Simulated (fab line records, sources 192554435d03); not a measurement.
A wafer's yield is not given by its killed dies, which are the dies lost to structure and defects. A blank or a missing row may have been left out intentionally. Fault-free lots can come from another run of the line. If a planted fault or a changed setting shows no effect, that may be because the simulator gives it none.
fab line records + flow n5_finfet
record
- lots=6
- wafers=18
- last_day=17
route steps=1938 shown BEOL_M11@1567
lots with no fault: from the same line, run without faults
start_h: start of the lot's first displayed wafer, in hours after the record's first day + wait_h: hours elapsed since this lot's preceding step + " as in the row above + L1.1+2: a single row standing in for several wafers + - value missing, or start not given + * or withheld: withheld + < > ~ a bound
route shown NAME@n: NAME is a module with steps in the file, n the number in the route of the first one + usual: mean and standard deviation over wafers with no fault + same: alike in all rows + chamber/n: place in a boat + sites: each site's reading + _std_site: the standard deviation of these + _edge_site: inner sites' mean taken away from outer sites' mean + radius_mm: how far each site lies from the wafer's centre + mask NAME#n: copy n + behind: tool/chamber where the wafer was last shaped + hold: cause of the lot's hold/its duration in hours/its outcome + device: transistor that didn't switch, given as n, p or np + end of line: at the end of the route, the tests of the same wafers + a step given without rows: its recipe and nothing more + killed: at the first sort, the dies lost to defects and structure; wafer yield is something else + map: shows each die of a wafer: x if killed, . if not, _ if none is there
set.NAME: the setting the step ran with; set.NAME@STEP: the setting that earlier step ran with + model.NAME: the simulator's own value behind a step, which no gauge read
a table for each step, a row for each wafer; lots at some steps of the route
services: when a tool's chamber went out of use (start_h, in hours from the record's first day, below 0 if earlier), for how many hours, and the reason
## steps
# step N5_BEOL_M11_DEVELOP_27
# recipe
- develop_time_s=30
- developer=TMAH
- resist=CAR-ArF
- rinse_liquid=diw
- dry=air_spin
- dev_temp_c=23
# step N5_BEOL_M11_CD_MEAS_28
# recipe
- target_cd_nm=70
- landing_energy_ev=500
- detector=se_inlens
- polarity=opening
# usual
- cd_nm=69.5/0.97
| lot.wafer | tool      | chamber | start_h | wait_h | cd_nm |
|-----------|-----------|---------|---------|--------|-------|
| L824.1    | cd_sem-01 | 0       | 233.89  | -      | 71.5  |
| L824.2    | "         | 0       | "       | "      | 70.5  |
| L824.3    | "         | 0       | "       | "      | 70.5  |
| L835.2    | cd_sem-01 | 0       | 291.75  | -      | 69.0  |
| L835.4    | "         | 0       | "       | "      | 67.9  |
| L835.6    | "         | 0       | "       | "      | 69.1  |
| L834.1    | cd_sem-01 | 0       | 301.81  | -      | 68.6  |
| L834.3    | "         | 0       | "       | "      | 69.1  |
| L834.4    | "         | 0       | "       | "      | 68.2  |
| L837.2    | cd_sem-02 | 0       | 333.30  | -      | 67.8  |
| L837.5    | "         | 0       | "       | "      | 69.0  |
| L837.6    | "         | 0       | "       | "      | 68.6  |
| L840.1    | cd_sem-01 | 0       | 333.46  | -      | 71.9  |
| L840.4    | "         | 0       | "       | "      | 69.1  |
| L840.5    | "         | 0       | "       | "      | 70.7  |
| L844.1    | cd_sem-02 | 0       | 362.96  | -      | 69.4  |
| L844.5    | "         | 0       | "       | "      | 68.6  |
| L844.6    | "         | 0       | "       | "      | 69.2  |
# step N5_BEOL_M11_OVL_MEAS_29
# recipe
- points_per_wafer=44
# usual
- V10_OVL=0.2/0.65
| lot.wafer | tool       | chamber | start_h | wait_h | V10_OVL[nm] |
|-----------|------------|---------|---------|--------|-------------|
| L824.1    | overlay-01 | 0       | 233.92  | 0.0    | 0.1         |
| L824.2    | "          | 0       | "       | "      | 0.3         |
| L824.3    | "          | 0       | "       | "      | 0.4         |
| L835.2    | overlay-01 | 0       | 291.78  | 0.0    | 1.1         |
| L835.4    | "          | 0       | "       | "      | -0.3        |
| L835.6    | "          | 0       | "       | "      | 0.4         |
| L834.1    | overlay-01 | 0       | 301.84  | 0.0    | 0.6         |
| L834.3    | "          | 0       | "       | "      | 0.6         |
| L834.4    | "          | 0       | "       | "      | 0.3         |
| L837.2    | overlay-02 | 0       | 333.33  | 0.0    | 1.0         |
| L837.5    | "          | 0       | "       | "      | -0.1        |
| L837.6    | "          | 0       | "       | "      | 0.2         |
| L840.1    | overlay-02 | 0       | 333.49  | 0.0    | 0.7         |
| L840.4    | "          | 0       | "       | "      | 0.2         |
| L840.5    | "          | 0       | "       | "      | -0.2        |
| L844.1    | overlay-02 | 0       | 362.99  | 0.0    | 0.5         |
| L844.5    | "          | 0       | "       | "      | 0.0         |
| L844.6    | "          | 0       | "       | "      | 0.6         |
# step N5_BEOL_M11_INSPECT_30
# recipe
- mode=adi
- inspect_instrument=brightfield
# usual
- raw_defect_count=382/100
| lot.wafer | tool              | chamber | start_h | wait_h | raw_defect_count |
|-----------|-------------------|---------|---------|--------|------------------|
| L824.1    | defect_inspect-01 | -       | 233.94  | 0.0    | 358              |
| L824.2    | "                 | -       | "       | "      | 455              |
| L824.3    | "                 | -       | "       | "      | 323              |
| L835.2    | defect_inspect-02 | -       | 291.81  | 0.0    | 338              |
| L835.4    | "                 | -       | "       | "      | 316              |
| L835.6    | "                 | -       | "       | "      | 390              |
| L834.1    | defect_inspect-02 | -       | 301.86  | 0.0    | 267              |
| L834.3    | "                 | -       | "       | "      | 362              |
| L834.4    | "                 | -       | "       | "      | 367              |
| L837.2    | defect_inspect-02 | -       | 333.35  | 0.0    | 489              |
| L837.5    | "                 | -       | "       | "      | 588              |
| L837.6    | "                 | -       | "       | "      | 395              |
| L840.1    | defect_inspect-01 | -       | 333.52  | 0.0    | 240              |
| L840.4    | "                 | -       | "       | "      | 292              |
| L840.5    | "                 | -       | "       | "      | 367              |
| L844.1    | defect_inspect-01 | -       | 363.02  | 0.0    | 483              |
| L844.5    | "                 | -       | "       | "      | 472              |
| L844.6    | "                 | -       | "       | "      | 444              |
# step N5_BEOL_M11_DESCUM_33
# recipe
- chemistry=O2
- time_s=7.9
- source_power_w=50
- bias_power_w=20
- pressure_mtorr=20
- rf_frequency_hz=2.712e+07
- temp_c=40
- resist=CAR-ArF
- o2_flow_sccm=225
# usual
- drypump_motor_current_A=5.8/0.6
- oes_product_au=0.83/0.089
- rf_vpp_V=243.1/1.4
- showerhead_plenum_p_Torr=2.09/0.066
- throttle_valve_pct=20.4/0.31
| lot.wafer | tool        | chamber | start_h | wait_h | drypump_motor_current_A | oes_product_au | rf_hours_counter_h | rf_vpp_V | showerhead_plenum_p_Torr | throttle_valve_pct |
|-----------|-------------|---------|---------|--------|-------------------------|----------------|--------------------|----------|--------------------------|--------------------|
| L824.1    | rie_diel-04 | 0       | 234.33  | 0.4    | 5.7                     | 0.95           | 7                  | 245.4    | 2.13                     | 20.6               |
| L824.2    | "           | 3       | "       | "      | 6.6                     | 0.70           | 206                | 241.5    | 2.00                     | 20.9               |
| L824.3    | "           | 2       | "       | "      | 5.7                     | 0.86           | 40                 | 243.0    | 2.15                     | 20.6               |
| L835.2    | rie_diel-01 | 1       | 291.84  | 0.0    | 5.2                     | 0.68           | 241                | 242.6    | 2.05                     | 20.8               |
| L835.4    | "           | 2       | "       | "      | 6.1                     | 0.88           | 50                 | 240.8    | 2.02                     | 19.9               |
| L835.6    | "           | 3       | "       | "      | 6.4                     | 0.84           | -                  | 242.2    | 2.03                     | 20.3               |
| L834.1    | rie_diel-04 | 1       | 301.95  | 0.1    | 6.5                     | 0.77           | 136                | 243.7    | 2.10                     | 20.5               |
| L834.3    | "           | 3       | "       | "      | 6.6                     | 0.69           | 225                | 242.3    | 1.99                     | 20.9               |
| L834.4    | "           | 0       | "       | "      | 5.7                     | 0.91           | 25                 | 242.8    | 2.13                     | 20.6               |
| L837.2    | rie_diel-04 | 0       | 333.94  | 0.6    | 5.7                     | 0.88           | 35                 | 243.6    | 2.12                     | 20.6               |
| L837.5    | "           | 2       | "       | "      | 5.7                     | 0.83           | -                  | 243.9    | 2.14                     | 20.7               |
| L837.6    | "           | 3       | "       | "      | 6.6                     | 0.68           | -                  | 241.8    | 1.99                     | 20.9               |
| L840.1    | rie_diel-01 | 0       | 334.30  | 0.8    | 4.8                     | 0.84           | 89                 | 243.2    | 2.10                     | 20.2               |
| L840.4    | "           | 0       | "       | "      | 4.7                     | 0.83           | -                  | 243.8    | 2.10                     | 20.2               |
| L840.5    | "           | 3       | "       | "      | 6.4                     | 0.83           | -                  | 242.2    | 2.03                     | 20.4               |
| L844.1    | rie_diel-01 | 1       | 363.62  | 0.6    | 5.2                     | 0.99           | 2                  | 243.0    | 2.05                     | 20.4               |
| L844.5    | "           | 2       | "       | "      | 6.1                     | 0.86           | -                  | 240.8    | 2.01                     | 19.9               |
| L844.6    | "           | 0       | "       | "      | 4.7                     | 0.82           | -                  | 243.3    | 2.10                     | 20.3               |
# step N5_BEOL_M11_ETCH_65
# recipe
- chemistry=CF4
- target=SiARC
- target_depth_a=390
- mask_material=CAR-ArF
- time_s=65
- ion_energy_ev=80
- pressure_mtorr=40
- source_w=545
- bias_w=36
- Ar_flow_sccm=100
- cf4_flow_sccm=100
- ends=cleared
# usual
- cf4_flow_sccm=100.0/0.31
- drypump_motor_current_A=5.8/0.61
- etch_rf_on_time_s=65.2/1.8
- oes_product_au=0.70/0.076
- rf_vpp_V=184.0/1
- showerhead_plenum_p_Torr=2.14/0.065
- throttle_valve_pct=15.61/0.23
| lot.wafer | tool        | chamber | start_h | wait_h | cf4_flow_sccm | drypump_motor_current_A | etch_rf_on_time_s | oes_product_au | rf_hours_counter_h | rf_vpp_V | showerhead_plenum_p_Torr | throttle_valve_pct |
|-----------|-------------|---------|---------|--------|---------------|-------------------------|-------------------|----------------|--------------------|----------|--------------------------|--------------------|
| L824.1    | rie_diel-04 | 0       | 234.36  | 0.0    | 99.9          | 5.7                     | 63.0              | 0.82           | 7                  | 184.4    | 2.20                     | 15.75              |
| L824.2    | "           | 3       | "       | "      | 100.2         | 6.6                     | 67.1              | 0.60           | 206                | 183.5    | 2.03                     | 15.94              |
| L824.3    | "           | 2       | "       | "      | 100.2         | 5.7                     | 67.1              | 0.72           | 40                 | 186.6    | 2.20                     | 15.67              |
| L835.2    | rie_diel-01 | 1       | 291.88  | 0.0    | 100.4         | 5.2                     | 66.0              | 0.58           | 241                | 183.0    | 2.09                     | 15.96              |
| L835.4    | "           | 2       | "       | "      | 100.5         | 6.1                     | 62.9              | 0.76           | 50                 | 184.6    | 2.09                     | 15.26              |
| L835.6    | "           | 3       | "       | "      | 99.9          | 6.4                     | 66.1              | 0.71           | -                  | 184.1    | 2.09                     | 15.50              |
| L834.1    | rie_diel-04 | 1       | 301.99  | 0.0    | 101.0         | 6.5                     | 66.0              | 0.65           | 136                | 184.9    | 2.15                     | 15.66              |
| L834.3    | "           | 3       | "       | "      | 99.8          | 6.6                     | 67.4              | 0.58           | 225                | 180.6    | 2.03                     | 15.95              |
| L834.4    | "           | 0       | "       | "      | 99.7          | 5.7                     | 63.0              | 0.78           | 25                 | 183.2    | 2.19                     | 15.80              |
| L837.2    | rie_diel-04 | 0       | 333.97  | 0.0    | 99.9          | 5.7                     | 62.9              | 0.76           | 35                 | 184.6    | 2.19                     | 15.83              |
| L837.5    | "           | 2       | "       | "      | 100.1         | 5.7                     | 67.2              | 0.68           | -                  | 183.5    | 2.19                     | 15.72              |
| L837.6    | "           | 3       | "       | "      | 99.9          | 6.7                     | 66.6              | 0.59           | -                  | 182.0    | 2.02                     | 15.98              |
| L840.1    | rie_diel-01 | 0       | 334.34  | 0.0    | 100.1         | 4.7                     | 65.0              | 0.70           | 89                 | 184.0    | 2.16                     | 15.49              |
| L840.4    | "           | 0       | "       | "      | 100.1         | 4.8                     | 64.8              | 0.71           | -                  | 183.7    | 2.16                     | 15.49              |
| L840.5    | "           | 3       | "       | "      | 100.2         | 6.4                     | 65.5              | 0.70           | -                  | 184.6    | 2.08                     | 15.52              |
| L844.1    | rie_diel-01 | 1       | 363.65  | 0.0    | 99.9          | 5.2                     | 62.5              | 0.85           | 2                  | 183.3    | 2.09                     | 15.48              |
| L844.5    | "           | 2       | "       | "      | 99.9          | 6.1                     | 61.6              | 0.75           | -                  | 183.0    | 2.08                     | 15.28              |
| L844.6    | "           | 0       | "       | "      | 100.4         | 4.7                     | 64.3              | 0.70           | -                  | 183.7    | 2.16                     | 15.50              |
# step N5_BEOL_M11_ETCH_66
# recipe
- chemistry=N2/H2
- target=SOC
- target_depth_a=1200
- overetch_a=240
- mask_material=SiARC
- temp_c=40
- time_s=180
- ion_energy_ev=200
- pressure_mtorr=30
- source_w=840
- bias_w=150
- n2_flow_sccm=200
- h2_flow_sccm=200
# step N5_BEOL_M11_STRIP_69
# recipe
- chemistry=N2/H2
- temp_c=40
- n2_flow_sccm=200
- h2_flow_sccm=200
- rf_frequency_hz=6e+07
# step N5_BEOL_M11_VIA_ETCH_34
# recipe
- chemistry=C4F6/O2
- target=SiCOH_lowk
- target_depth_a=1845
- mask_material=SOC
- taper_deg=4
- time_s=69.2
- ion_energy_ev=250
- pressure_mtorr=30
- source_w=345
- bias_w=185
- Ar_flow_sccm=300
- C4F6_flow_sccm=10
- O2_flow_sccm=10
# usual
- drypump_motor_current_A=5.8/0.6
- oes_o_777_au=0.81/0.079
- oes_product_au=0.82/0.087
- rf_vpp_V=673/16
- showerhead_plenum_p_Torr=2.84/0.089
- throttle_valve_pct=20.93/0.28
| lot.wafer | tool        | chamber | start_h | wait_h | drypump_motor_current_A | oes_o_777_au | oes_product_au | rf_hours_counter_h | rf_vpp_V | showerhead_plenum_p_Torr | throttle_valve_pct |
|-----------|-------------|---------|---------|--------|-------------------------|--------------|----------------|--------------------|----------|--------------------------|--------------------|
| L824.1    | rie_diel-04 | 0       | 234.54  | 0.0    | 5.7                     | 0.93         | 0.95           | 7                  | 664      | 2.91                     | 21.12              |
| L824.2    | "           | 3       | "       | "      | 6.7                     | 0.71         | 0.71           | 207                | 677      | 2.71                     | 21.22              |
| L824.3    | "           | 2       | "       | "      | 5.7                     | 0.82         | 0.84           | 40                 | 700      | 2.93                     | 21.16              |
| L835.2    | rie_diel-01 | 1       | 292.05  | 0.0    | 5.2                     | 0.70         | 0.68           | 242                | 648      | 2.78                     | 21.14              |
| L835.4    | "           | 2       | "       | "      | 6.1                     | 0.86         | 0.90           | 50                 | 661      | 2.75                     | 20.38              |
| L835.6    | "           | 3       | "       | "      | 6.4                     | 0.80         | 0.83           | -                  | 673      | 2.79                     | 20.93              |
| L834.1    | rie_diel-04 | 1       | 302.16  | 0.0    | 6.5                     | 0.72         | 0.76           | 136                | 682      | 2.88                     | 21.08              |
| L834.3    | "           | 3       | "       | "      | 6.6                     | 0.70         | 0.69           | 225                | 678      | 2.70                     | 21.24              |
| L834.4    | "           | 0       | "       | "      | 5.7                     | 0.89         | 0.90           | 25                 | 664      | 2.90                     | 21.17              |
| L837.2    | rie_diel-04 | 0       | 334.15  | 0.0    | 5.7                     | 0.86         | 0.88           | 35                 | 664      | 2.89                     | 21.14              |
| L837.5    | "           | 2       | "       | "      | 5.7                     | 0.78         | 0.82           | -                  | 700      | 2.92                     | 21.23              |
| L837.6    | "           | 3       | "       | "      | 6.6                     | 0.70         | 0.69           | -                  | 678      | 2.70                     | 21.28              |
| L840.1    | rie_diel-01 | 0       | 334.51  | 0.0    | 4.7                     | 0.81         | 0.82           | 89                 | 654      | 2.87                     | 20.78              |
| L840.4    | "           | 0       | "       | "      | 4.8                     | 0.81         | 0.83           | -                  | 655      | 2.87                     | 20.76              |
| L840.5    | "           | 3       | "       | "      | 6.4                     | 0.79         | 0.82           | -                  | 674      | 2.78                     | 20.92              |
| L844.1    | rie_diel-01 | 1       | 363.82  | 0.0    | 5.2                     | 0.99         | 0.98           | 2                  | 649      | 2.77                     | 20.80              |
| L844.5    | "           | 2       | "       | "      | 6.1                     | 0.84         | 0.87           | -                  | 661      | 2.75                     | 20.42              |
| L844.6    | "           | 0       | "       | "      | 4.7                     | 0.81         | 0.82           | -                  | 654      | 2.86                     | 20.79              |
# step N5_BEOL_M11_STRIP_73
# recipe
- chemistry=C4F6/O2
- resist=SiARC
- rf_frequency_hz=6e+07
# step N5_BEOL_M11_STRIP_36
# recipe
- chemistry=N2/H2
- power_w=450
- temp_c=40
- pressure_mtorr=20
- rf_frequency_hz=6e+07
- overash_fraction=0.3
- bias_power_w=7
- h2_frac=0.5
- n2_flow_sccm=200
- h2_flow_sccm=200
# usual
- drypump_motor_current_A=5.8/0.6
- oes_product_au=0.83/0.089
- rf_vpp_V=59.1/1.9
- showerhead_plenum_p_Torr=2.53/0.073
- throttle_valve_pct=23.7/0.33
| lot.wafer | tool        | chamber | start_h | wait_h | drypump_motor_current_A | oes_product_au | rf_hours_counter_h | rf_vpp_V | showerhead_plenum_p_Torr | throttle_valve_pct |
|-----------|-------------|---------|---------|--------|-------------------------|----------------|--------------------|----------|--------------------------|--------------------|
| L824.1    | rie_diel-04 | 0       | 234.60  | 0.0    | 5.7                     | 0.95           | 7                  | 59.7     | 2.61                     | 23.9               |
| L824.2    | "           | 3       | "       | "      | 6.6                     | 0.70           | 207                | 57.7     | 2.42                     | 23.9               |
| L824.3    | "           | 2       | "       | "      | 5.7                     | 0.88           | 40                 | 61.2     | 2.60                     | 24.2               |
| L835.2    | rie_diel-01 | 1       | 292.11  | 0.0    | 5.2                     | 0.68           | 242                | 60.5     | 2.50                     | 24.0               |
| L835.4    | "           | 2       | "       | "      | 6.1                     | 0.89           | 50                 | 58.2     | 2.49                     | 23.3               |
| L835.6    | "           | 3       | "       | "      | 6.4                     | 0.83           | -                  | 61.7     | 2.47                     | 23.5               |
| L834.1    | rie_diel-04 | 1       | 302.22  | 0.0    | 6.5                     | 0.77           | 136                | 57.8     | 2.53                     | 23.7               |
| L834.3    | "           | 3       | "       | "      | 6.6                     | 0.69           | 225                | 56.9     | 2.41                     | 24.0               |
| L834.4    | "           | 0       | "       | "      | 5.7                     | 0.89           | 25                 | 57.5     | 2.60                     | 23.9               |
| L837.2    | rie_diel-04 | 0       | 334.21  | 0.0    | 5.7                     | 0.88           | 35                 | 60.6     | 2.60                     | 23.9               |
| L837.5    | "           | 2       | "       | "      | 5.7                     | 0.82           | -                  | 60.5     | 2.59                     | 24.2               |
| L837.6    | "           | 3       | "       | "      | 6.7                     | 0.69           | -                  | 57.7     | 2.41                     | 23.9               |
| L840.1    | rie_diel-01 | 0       | 334.57  | 0.0    | 4.8                     | 0.82           | 89                 | 60.0     | 2.55                     | 23.4               |
| L840.4    | "           | 0       | "       | "      | 4.8                     | 0.83           | -                  | 60.0     | 2.55                     | 23.4               |
| L840.5    | "           | 3       | "       | "      | 6.4                     | 0.81           | -                  | 58.0     | 2.46                     | 23.6               |
| L844.1    | rie_diel-01 | 1       | 363.89  | 0.0    | 5.2                     | 0.98           | 2                  | 58.8     | 2.49                     | 23.6               |
| L844.5    | "           | 2       | "       | "      | 6.1                     | 0.87           | -                  | 63.8     | 2.49                     | 23.3               |
| L844.6    | "           | 0       | "       | "      | 4.7                     | 0.82           | -                  | 57.3     | 2.55                     | 23.4               |
# step N5_BEOL_M11_TRENCH_ETCH_37
# recipe
- chemistry=C4F6/O2
- target_depth_a=1488.3
- target=SiCOH_lowk
- time_s=48
- ion_energy_ev=250
- pressure_mtorr=30
- source_w=345
- bias_w=185
- Ar_flow_sccm=300
- C4F6_flow_sccm=10
- O2_flow_sccm=10
# usual
- drypump_motor_current_A=5.8/0.6
- oes_o_777_au=0.80/0.079
- oes_product_au=0.82/0.087
- rf_vpp_V=673/16
- showerhead_plenum_p_Torr=2.84/0.089
- throttle_valve_pct=20.96/0.28
| lot.wafer | tool        | chamber | start_h | wait_h | drypump_motor_current_A | oes_o_777_au | oes_product_au | rf_hours_counter_h | rf_vpp_V | showerhead_plenum_p_Torr | throttle_valve_pct |
|-----------|-------------|---------|---------|--------|-------------------------|--------------|----------------|--------------------|----------|--------------------------|--------------------|
| L824.1    | rie_diel-04 | 0       | -       | -      | 5.7                     | 0.92         | 0.95           | 7                  | 664      | 2.91                     | 21.14              |
| L824.2    | "           | 3       | "       | "      | 6.6                     | 0.71         | 0.71           | 207                | 678      | 2.71                     | 21.24              |
| L824.3    | "           | 2       | "       | "      | 5.7                     | 0.82         | 0.85           | 40                 | 700      | 2.93                     | 21.19              |
| L835.2    | rie_diel-01 | 1       | -       | -      | 5.2                     | 0.71         | 0.69           | 242                | 648      | 2.78                     | 21.17              |
| L835.4    | "           | 2       | "       | "      | 6.1                     | 0.86         | 0.89           | 50                 | 661      | 2.75                     | 20.42              |
| L835.6    | "           | 3       | "       | "      | 6.4                     | 0.79         | 0.83           | -                  | 674      | 2.79                     | 20.95              |
| L834.1    | rie_diel-04 | 1       | -       | -      | 6.5                     | 0.73         | 0.77           | 136                | 682      | 2.88                     | 21.12              |
| L834.3    | "           | 3       | "       | "      | 6.6                     | 0.71         | 0.69           | 225                | 678      | 2.70                     | 21.28              |
| L834.4    | "           | 0       | "       | "      | 5.7                     | 0.87         | 0.91           | 25                 | 663      | 2.90                     | 21.16              |
| L837.2    | rie_diel-04 | 0       | -       | -      | 5.7                     | 0.85         | 0.88           | 35                 | 665      | 2.89                     | 21.18              |
| L837.5    | "           | 2       | "       | "      | 5.7                     | 0.79         | 0.82           | -                  | 699      | 2.92                     | 21.23              |
| L837.6    | "           | 3       | "       | "      | 6.6                     | 0.69         | 0.69           | -                  | 677      | 2.70                     | 21.29              |
| L840.1    | rie_diel-01 | 0       | -       | -      | 4.8                     | 0.80         | 0.83           | 89                 | 655      | 2.87                     | 20.82              |
| L840.4    | "           | 0       | "       | "      | 4.7                     | 0.81         | 0.83           | -                  | 655      | 2.87                     | 20.83              |
| L840.5    | "           | 3       | "       | "      | 6.4                     | 0.78         | 0.83           | -                  | 673      | 2.78                     | 20.99              |
| L844.1    | rie_diel-01 | 1       | -       | -      | 5.2                     | 0.98         | 0.97           | 2                  | 648      | 2.77                     | 20.82              |
| L844.5    | "           | 2       | "       | "      | 6.1                     | 0.83         | 0.87           | -                  | 660      | 2.75                     | 20.45              |
| L844.6    | "           | 0       | "       | "      | 4.8                     | 0.80         | 0.82           | -                  | 655      | 2.86                     | 20.82              |
# step N5_BEOL_M11_ETCH_41
# recipe
- chemistry=CH3F/O2
- target=SiCN
- target_depth_a=426
- taper_deg=2
- time_s=86
- ion_energy_ev=120
- mask_material=TiN
- pressure_mtorr=30
- source_w=395
- bias_w=75
- Ar_flow_sccm=150
- CH3F_flow_sccm=30
- O2_flow_sccm=20
# usual
- drypump_motor_current_A=5.8/0.6
- oes_product_au=0.82/0.088
- rf_vpp_V=297.2/1.5
- showerhead_plenum_p_Torr=2.00/0.064
- throttle_valve_pct=16.32/0.26
| lot.wafer | tool        | chamber | start_h | wait_h | drypump_motor_current_A | oes_product_au | rf_hours_counter_h | rf_vpp_V | showerhead_plenum_p_Torr | throttle_valve_pct | model.etch.depth_nm |
|-----------|-------------|---------|---------|--------|-------------------------|----------------|--------------------|----------|--------------------------|--------------------|---------------------|
| L824.1    | rie_diel-04 | 0       | 234.68  | -      | 5.7                     | 0.94           | 7                  | 299.5    | 2.05                     | 16.46              | 33.24               |
| L824.2    | "           | 3       | "       | "      | 6.6                     | 0.70           | 207                | 294.9    | 1.90                     | 16.67              | 31.59               |
| L824.3    | "           | 2       | "       | "      | 5.7                     | 0.84           | 40                 | 297.4    | 2.06                     | 16.44              | 32.11               |
| L835.2    | rie_diel-01 | 1       | 292.19  | -      | 5.2                     | 0.69           | 242                | 295.1    | 1.95                     | 16.66              | 32.19               |
| L835.4    | "           | 2       | "       | "      | 6.1                     | 0.90           | 50                 | 297.3    | 1.93                     | 15.86              | 33.94               |
| L835.6    | "           | 3       | "       | "      | 6.3                     | 0.83           | -                  | 295.6    | 1.96                     | 16.28              | 32.48               |
| L834.1    | rie_diel-04 | 1       | 302.30  | -      | 6.5                     | 0.62           | 136                | 298.4    | 2.02                     | 16.43              | 22.82               |
| L834.3    | "           | 3       | "       | "      | 6.6                     | 0.57           | 225                | 295.7    | 1.89                     | 16.69              | 22.33               |
| L834.4    | "           | 0       | "       | "      | 5.7                     | 0.91           | 25                 | 298.0    | 2.04                     | 16.51              | 33.4                |
| L837.2    | rie_diel-04 | 0       | 334.29  | -      | 5.7                     | 0.88           | 35                 | 297.8    | 2.04                     | 16.49              | 33.23               |
| L837.5    | "           | 2       | "       | "      | 5.7                     | 0.81           | -                  | 296.5    | 2.05                     | 16.48              | 32.21               |
| L837.6    | "           | 3       | "       | "      | 6.6                     | 0.56           | -                  | 294.7    | 1.89                     | 16.73              | 22.36               |
| L840.1    | rie_diel-01 | 0       | 334.65  | -      | 4.7                     | 0.82           | 89                 | 298.2    | 2.01                     | 16.17              | 32.13               |
| L840.4    | "           | 0       | "       | "      | 4.7                     | 0.83           | -                  | 297.1    | 2.01                     | 16.17              | 32.36               |
| L840.5    | "           | 3       | "       | "      | 6.4                     | 0.82           | -                  | 295.8    | 1.95                     | 16.30              | 32.24               |
| L844.1    | rie_diel-01 | 1       | 363.97  | -      | 5.2                     | 0.99           | 3                  | 295.6    | 1.95                     | 16.18              | 33.46               |
| L844.5    | "           | 2       | "       | "      | 6.1                     | 0.87           | -                  | 296.7    | 1.93                     | 15.89              | 33.72               |
| L844.6    | "           | 0       | "       | "      | 4.8                     | 0.82           | -                  | 298.1    | 2.01                     | 16.18              | 32.74               |
# step N5_BEOL_M11_STRIP_77
# recipe
- chemistry=N2/H2
- time_s=10
- power_w=450
- temp_c=40
- pressure_mtorr=20
- rf_frequency_hz=6e+07
- bias_power_w=7
- n2_flow_sccm=200
- h2_flow_sccm=200
## services
| tool        | chamber | start_h | hours | kind                          |
|-------------|---------|---------|-------|-------------------------------|
| rie_diel-04 | 1       | 221.30  | 13.8  | repair                        |
| rie_diel-01 | 1       | 240.27  | 4.0   | repair                        |
| rie_diel-04 | 2       | 273.35  | 7.5   | repair                        |
| rie_diel-01 | 1       | 324.46  | -     | clean                         |
| rie_diel-01 | 1       | 324.46  | -     | consumable_replace:focus_ring |
| rie_diel-01 | 1       | 324.46  | 33.2  | scheduled_down                |
| rie_diel-01 | 1       | 324.46  | 33.2  | vent_cycle                    |
| rie_diel-04 | 1       | 328.93  | 6.7   | repair                        |
| rie_diel-01 | 3       | 357.36  | 12.1  | repair                        |
| rie_diel-01 | 2       | 358.45  | 3.4   | repair                        |
## key
first_sign none at tools or gauges
model_effect
- step=N5_BEOL_M11_ETCH_41
- value=etch.depth_nm
- without=31.94
- struck=22.5
met_at N5_BEOL_M11_ETCH_41
struck_wafers L834.1,L834.3,L837.6
onset_between 234.68 302.30
fault
- kind=process_parameter_drift
- tool=rie_diel-04
- chamber=-
- onset_h=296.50
- steps=N5_BEOL_M11_ETCH_41
- channel=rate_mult
- offset=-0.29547
- shape=step
- end_h=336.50
- scope=struck_wafers_only
